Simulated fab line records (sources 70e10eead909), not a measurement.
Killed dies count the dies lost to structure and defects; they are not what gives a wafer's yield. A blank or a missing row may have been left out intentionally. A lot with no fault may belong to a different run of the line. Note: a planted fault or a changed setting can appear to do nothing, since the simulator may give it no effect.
Struck lot and sound lot, side by side | flow nandHarc | 14 out of 1159 route steps
Sound: these wafers, L208.1, L208.3, L208.5. Wafers struck: L215.3, L215.4, L215.5. The cause is named last.
At each step with rows: each side's tool, then ch and its chambers, then its first start. Under that, the readings that differ: sound wafers | struck wafers | difference of the means | sigmas: that difference in standard deviations of wafers without a fault.
alike: readings whose means differ by less than 2 such deviations, and words and numbers that are the same on both sides. not compared: withheld readings, readings that some wafer has no value for, bounds like >300 that may hide the same value, and numbers for which the record gives no deviation and whose values overlap.
A row with sigmas, a row that says differs or no value, or rows on one side alone: a step with any of these is where the two part. When numbers do not overlap yet have no deviation, they are printed without sigmas and do not part them. Lack of a reading on every wafer of one side parts them only where that side has two or more wafers.

first, 3 steps without rows for these wafers: NHARC_A_STAIRCASE_STRIP_317 (strips in SPM, time 900 s); NHARC_A_STAIRCASE_PRECLEAN_318 (cleans in SC1); NHARC_A_STAIRCASE_SRD_329.
NHARC_A_STAIRCASE_ALD_415: deposits SiO2, target thk 30 nm, pulse time 6 s, ald cycles 300.
  sound on aldHk-04 ch 0,1, day 13 17:34; struck on aldHk-04 ch 0,2, day 15 01:38
  alike: heaterPowerW, precursorPulseHeightRel, susceptorTempC
NHARC_A_STAIRCASE_ETCHBACK_416: etches the open film in C4F8/O2/Ar, target depth 36 nm, time 7.2 s.
  sound: rieDiel-13 ch 1,2,3; struck: rieDiel-13 ch 1,2
  alike: oesProductAu, rfVppV
  not compared: rfHoursCounterH
then, 1 step without rows for these wafers: NHARC_A_STAIRCASE_STRIP_476 (strips in O2, time 20 s).
NHARC_A_STAIRCASE_DEP_417: deposits Si3N4, target thk 60 nm.
  sound on pecvd-01 ch 0,2, day 13 19:40; struck on pecvd-01 ch 0,2, day 15 04:22
  alike: heaterPowerW, susceptorTempC
then, 3 steps without rows for these wafers: NHARC_A_STAIRCASE_WET_418 (chemistry H3PO4, target depth 20 nm); NHARC_A_STAIRCASE_PRECLEAN_419 (cleans in SC1); NHARC_A_STAIRCASE_SRD_421.
NHARC_A_STAIRCASE_ALD_420: deposits SiO2, target thk 20 nm, pulse time 6 s, ald cycles 200.
  sound on aldHk-02 ch 2,3, day 13 22:13; struck on aldHk-04 ch 0,1, day 15 09:07
  alike: heaterPowerW, precursorPulseHeightRel, susceptorTempC
NHARC_A_STAIRCASE_CVD_552: deposits SiNx, target thk 40 nm.
  sound on lpcvd-02 ch 1, day 14 02:55; struck on lpcvd-01 ch 0, day 15 18:29
  alike: spikeTcLowerC, susceptorTempC
NHARC_A_STAIRCASE_DEP_151: deposits SiO2, target thk 3800 nm.
  sound on pecvd-01 ch 0,1,2, day 14 06:30; struck on pecvd-01 ch 0,1,2, day 15 22:39
  alike: heaterPowerW, susceptorTempC
-- the record jumps here: 8 days lie between the struck wafers' starts before and after (it left off in module A_STAIRCASE and takes up again in module END, whose first step shown is number 1159 of the route) --
NHARC_END_SORT_01:
  here the record holds rows for the struck wafers (prober-01 ch 0, day 24 09:35) but none for the sound ones

WHERE THEY PART
Within this record, at NHARC_END_SORT_01 only.

WHY: what the simulator had put in
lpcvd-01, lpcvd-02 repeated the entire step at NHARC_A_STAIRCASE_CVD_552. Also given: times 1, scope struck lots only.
